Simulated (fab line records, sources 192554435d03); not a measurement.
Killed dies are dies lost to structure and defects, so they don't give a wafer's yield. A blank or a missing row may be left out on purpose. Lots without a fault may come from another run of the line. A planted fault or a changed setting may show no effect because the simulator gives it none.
Which tool did it? | flow n5_finfet | 10 lots, 30 wafers sampled, at 5 steps of a route of 1938

WHAT THE GAUGES READ, wafer by wafer
The record holds no reading of a measuring or inspecting step that can be judged against a usual standard deviation.

WHICH TOOL RAN EACH LOT (tool, then ch and the chambers of the sampled wafers, then the start)
lot  | N5_BEOL_M10_ETCH_65                | N5_BEOL_M15_ETCH_61                | N5_BEOL_M15_SPUTTER_43       | N5_MIM_TOP_ETCH_STRIP_01           | N5_PASSIVATION_PROBE_49
L885 | rie_diel-04 ch 1,3, day 12 00:10   | rie_diel-01 ch 0,1,3, day 13 08:56 | pvd_sputter-03, day 13 18:34 | rie_diel-03 ch 0,1,2, day 14 02:38 | prober-02, day 14 11:25
L887 | rie_diel-05 ch 2,3, day 12 13:07   | rie_diel-03 ch 1,2, day 14 07:51   | pvd_sputter-02, day 14 10:26 | rie_diel-06 ch 1,3, day 14 19:52   | -
L888 | rie_diel-02 ch 0,3, day 12 13:17   | rie_diel-03 ch 0,2, day 14 03:01   | pvd_sputter-03, day 14 05:57 | rie_diel-01 ch 0,3, day 14 11:43   | -
L889 | rie_diel-04 ch 0,1, day 12 21:11   | rie_diel-06 ch 0,1, day 14 10:08   | pvd_sputter-03, day 14 11:01 | rie_diel-01 ch 1,2, day 14 19:44   | -
L890 | rie_diel-04 ch 1,2, day 13 10:55   | rie_diel-01 ch 1,2,3, day 15 19:37 | pvd_sputter-03, day 15 20:19 | rie_diel-01 ch 1,2,3, day 16 01:56 | -
L893 | rie_diel-05 ch 1,2,3, day 13 21:26 | rie_diel-03 ch 1,2,3, day 15 22:50 | pvd_sputter-02, day 16 01:25 | rie_diel-06 ch 2,3, day 16 07:12   | -
L894 | rie_diel-02 ch 1,3, day 14 01:22   | rie_diel-03 ch 0,1,3, day 15 23:10 | pvd_sputter-01, day 16 01:28 | rie_diel-03 ch 2,3, day 16 07:32   | prober-02, day 16 17:06
L892 | rie_diel-02 ch 0,3, day 14 08:27   | rie_diel-01 ch 0,1,3, day 16 06:29 | pvd_sputter-01, day 16 09:15 | rie_diel-01 ch 2,3, day 16 15:23   | -
L901 | rie_diel-05 ch 0,1,3, day 15 20:25 | rie_diel-01 ch 0,2, day 17 12:29   | pvd_sputter-02, day 17 18:05 | rie_diel-06 ch 1,3, day 17 22:55   | prober-01, day 18 10:40
L900 | rie_diel-05 ch 0,2, day 16 05:27   | rie_diel-06 ch 2,3, day 17 23:14   | pvd_sputter-03, day 18 03:44 | rie_diel-06 ch 0,1,2, day 18 09:20 | prober-02, day 18 19:59
- N5_BEOL_M10_ETCH_65: etches SiARC in CF4, target depth 39 nm, time 65 s.
- N5_BEOL_M15_ETCH_61: etches BARC in N2/H2, target depth 89 nm, overetch 26.7 nm, time 67.9 s.
- N5_BEOL_M15_SPUTTER_43: material TaN, target thk 15 nm, time 24.19 s.
- N5_MIM_TOP_ETCH_STRIP_01: strips in O2.
- N5_PASSIVATION_PROBE_49

WHAT THE TOOLS THEMSELVES READ (means of the sampled wafers that have a number; where no wafer has one, the mark that the record gives instead)
N5_BEOL_M10_ETCH_65. Usual: drypump_motor_current_A 5.8 A, standard deviation 0.48; etch_rf_on_time_s 65.4 s, standard deviation 2; oes_product_au 0.69 a.u., standard deviation 0.088; rf_vpp_V 184.4 V, standard deviation 1.2; showerhead_plenum_p_Torr 2.17 Torr, standard deviation 0.076; throttle_valve_pct 15.58 %, standard deviation 0.26.
lot  | tool        | drypump_motor_current_A (A) | etch_rf_on_time_s (s) | oes_product_au (a.u.) | rf_vpp_V (V) | showerhead_plenum_p_Torr (Torr) | throttle_valve_pct (%) | flag
L885 | rie_diel-04 | 5.6                         | 67.7                  | 0.57                  | 185.1        | 2.20                            | 16.10                  |
L887 | rie_diel-05 | 5.7                         | 65.7                  | 0.61                  | 183.8        | 2.17                            | 15.65                  |
L888 | rie_diel-02 | 5.5                         | 64.4                  | 0.72                  | 185.2        | 2.22                            | 15.38                  |
L889 | rie_diel-04 | 5.4                         | 67.6                  | 0.60                  | 184.6        | 2.16                            | 15.88                  |
L890 | rie_diel-04 | 5.5                         | 67.4                  | 0.58                  | 184.3        | 2.15                            | 15.95                  |
L893 | rie_diel-05 | 6.0                         | 65.1                  | 0.66                  | 184.8        | 2.19                            | 15.61                  |
L894 | rie_diel-02 | 5.5                         | 67.2                  | 0.66                  | 184.1        | 2.15                            | 15.68                  |
L892 | rie_diel-02 | 5.5                         | 64.2                  | 0.78                  | 184.9        | 2.21                            | 15.24                  |
L901 | rie_diel-05 | 6.1                         | 65.6                  | 0.72                  | 184.4        | 2.16                            | 15.64                  |
L900 | rie_diel-05 | 5.6                         | 65.7                  | 0.80                  | 184.1        | 2.13                            | 15.43                  |

N5_BEOL_M15_ETCH_61. Usual: drypump_motor_current_A 5.6 A, standard deviation 0.54; oes_product_au 0.65 a.u., standard deviation 0.052; rf_vpp_V 523.6 V, standard deviation 2.3; showerhead_plenum_p_Torr 2.53 Torr, standard deviation 0.083; throttle_valve_pct 17.92 %, standard deviation 0.23.
lot  | tool        | drypump_motor_current_A (A) | oes_product_au (a.u.) | rf_vpp_V (V) | showerhead_plenum_p_Torr (Torr) | throttle_valve_pct (%) | flag
L885 | rie_diel-01 | 6.0                         | 0.63                  | 521.2        | 2.46                            | 17.90                  |
L887 | rie_diel-03 | 5.0                         | 0.66                  | 523.0        | 2.49                            | 18.11                  |
L888 | rie_diel-03 | 5.2                         | 0.68                  | 524.2        | 2.58                            | 17.90                  |
L889 | rie_diel-06 | 6.1                         | 0.72                  | 525.3        | 2.59                            | 17.68                  |
L890 | rie_diel-01 | 6.0                         | 0.64                  | 522.2        | 2.50                            | 17.83                  |
L893 | rie_diel-03 | 4.9                         | 0.64                  | 523.2        | 2.48                            | 18.08                  |
L894 | rie_diel-03 | 5.1                         | 0.67                  | 522.2        | 2.49                            | 18.04                  |
L892 | rie_diel-01 | 6.0                         | 0.62                  | 522.1        | 2.46                            | 17.92                  |
L901 | rie_diel-01 | 6.0                         | 0.59                  | 523.0        | 2.55                            | 18.09                  |
L900 | rie_diel-06 | 5.9                         | 0.60                  | 524.6        | 2.58                            | 17.92                  |

N5_BEOL_M15_SPUTTER_43. Usual: substrate_temp_c 50.00 C, standard deviation 0.11; throttle_valve_pct 30.4 %, standard deviation 0.91.
lot  | tool           | substrate_temp_c (C) | throttle_valve_pct (%) | flag
L885 | pvd_sputter-03 | 50.02                | 30.4                   |
L887 | pvd_sputter-02 | 50.03                | 30.6                   |
L888 | pvd_sputter-03 | 50.13                | 30.5                   |
L889 | pvd_sputter-03 | 50.03                | 31.1                   |
L890 | pvd_sputter-03 | 50.04                | 30.8                   |
L893 | pvd_sputter-02 | 50.04                | 30.4                   |
L894 | pvd_sputter-01 | 50.07                | 30.5                   |
L892 | pvd_sputter-01 | 49.96                | 29.6                   |
L901 | pvd_sputter-02 | 50.08                | 30.5                   |
L900 | pvd_sputter-03 | 50.01                | 31.1                   |

N5_MIM_TOP_ETCH_STRIP_01. Usual: drypump_motor_current_A 5.7 A, standard deviation 0.53; oes_product_au 0.76 a.u., standard deviation 0.067; rf_vpp_V 3.5 V, standard deviation 1.4; showerhead_plenum_p_Torr 2.10 Torr, standard deviation 0.059; temp_c 59.99 C, standard deviation 0.11; throttle_valve_pct 16.73 %, standard deviation 0.24.
lot  | tool        | drypump_motor_current_A (A) | oes_product_au (a.u.) | rf_vpp_V (V) | showerhead_plenum_p_Torr (Torr) | temp_c (C) | throttle_valve_pct (%) | flag
L885 | rie_diel-03 | 5.2                         | 0.82                  | 3.4          | 2.09                            | 60.09      | 16.75                  |
L887 | rie_diel-06 | 5.7                         | 0.76                  | 3.1          | 2.11                            | 60.04      | 16.77                  |
L888 | rie_diel-01 | 6.1                         | 0.73                  | 3.0          | 2.08                            | 59.94      | 16.84                  |
L889 | rie_diel-01 | 5.8                         | 0.69                  | 3.1          | 2.06                            | 59.88      | 16.92                  |
L890 | rie_diel-01 | 6.0                         | 0.74                  | 3.0          | 2.08                            | 59.99      | 16.77                  |
L893 | rie_diel-06 | 6.0                         | 0.70                  | 2.8          | 2.13                            | 60.02      | 16.73                  |
L894 | rie_diel-03 | 4.8                         | 0.73                  | 2.3          | 2.05                            | 59.88      | 16.83                  |
L892 | rie_diel-01 | 6.1                         | 0.77                  | 3.2          | 2.09                            | 60.02      | 16.60                  |
L901 | rie_diel-06 | 5.5                         | 0.76                  | 3.8          | 2.11                            | 59.95      | 16.80                  |
L900 | rie_diel-06 | 5.9                         | 0.77                  | 3.2          | 2.12                            | 60.07      | 16.56                  |

N5_PASSIVATION_PROBE_49. Usual: defect_limited_yield 91.6 %, standard deviation 1.4; killed_at_M0_to_M3 35, standard deviation 10; killed_at_M4_up 13, standard deviation 4.8; killed_at_contacts 12, standard deviation 7.2; killed_at_front_end 36, standard deviation 12; killed_at_other 4, standard deviation 3.1; killed_dies 100, standard deviation 17; killed_open 66, standard deviation 13; killed_short 32, standard deviation 7.3; sort_bin_5_function 5.0 %, standard deviation 0.94; sort_bin_6_memory 3.1 %, standard deviation 0.67; sort_bin_8_speed 0.01 %, standard deviation 0.047; sort_n_pass 1080, standard deviation 17; sort_yield_pct 91.6 %, standard deviation 1.4.
lot  | tool      | defect_limited_yield (%) | killed_at_M0_to_M3 | killed_at_M4_up | killed_at_contacts | killed_at_front_end | killed_at_other | killed_dies | killed_open | killed_short | sort_bin_5_function (%) | sort_bin_6_memory (%) | sort_bin_8_speed (%) | sort_n_pass | sort_yield_pct (%) | flag
L885 | prober-02 | 90.2                     | 50                 | 11              | 11                 | 41                  | 2               | 115         | 80          | 34           | 6.2                     | 3.2                   | 0.00                 | 1065        | 90.2               |
L894 | prober-02 | 91.9                     | 43                 | 13              | 5                  | 31                  | 4               | 95          | 61          | 34           | 4.8                     | 3.0                   | 0.00                 | 1085        | 91.9               |
L901 | prober-01 | 85.1                     | 33                 | 103             | 6                  | 31                  | 2               | 175         | 58          | 29           | 9.4                     | 4.3                   | 0.00                 | 1005        | 85.1               | OFF
L900 | prober-02 | 85.7                     | 27                 | 92              | 7                  | 40                  | 2               | 168         | 64          | 28           | 9.4                     | 3.4                   | 0.00                 | 1012        | 85.7               | OFF

THE ANSWER, worked out from the rows above alone
Rule: a lot is off if the mean of its wafers that have a number lies more than 3 standard deviations from the usual mean. A lot without any number at a reading at which 4 lots or more have one is off too. The other lots that the step has rows for count as sound. The gauges are gone through in route order, then the tools' own readings, and for those a lot's mean is taken as printed above. The first step at which some lot is off is used, and at that step the reading that is off furthest; a lot without a number counts as furthest.
Off: L901, L900, at N5_PASSIVATION_PROBE_49 (killed_at_M4_up). Neither off nor sound, because the step has no rows for them: L887, L888, L889, L890, L893, L892.
A tool fits if, at that step or a process step before it, it ran every lot that is off, and no sound lot after the first of them. Can't be told from this: 2 tools fit, rie_diel-05 at N5_BEOL_M10_ETCH_65, rie_diel-06 at N5_MIM_TOP_ETCH_STRIP_01.

WHAT THE SIMULATOR HAD PUT IN
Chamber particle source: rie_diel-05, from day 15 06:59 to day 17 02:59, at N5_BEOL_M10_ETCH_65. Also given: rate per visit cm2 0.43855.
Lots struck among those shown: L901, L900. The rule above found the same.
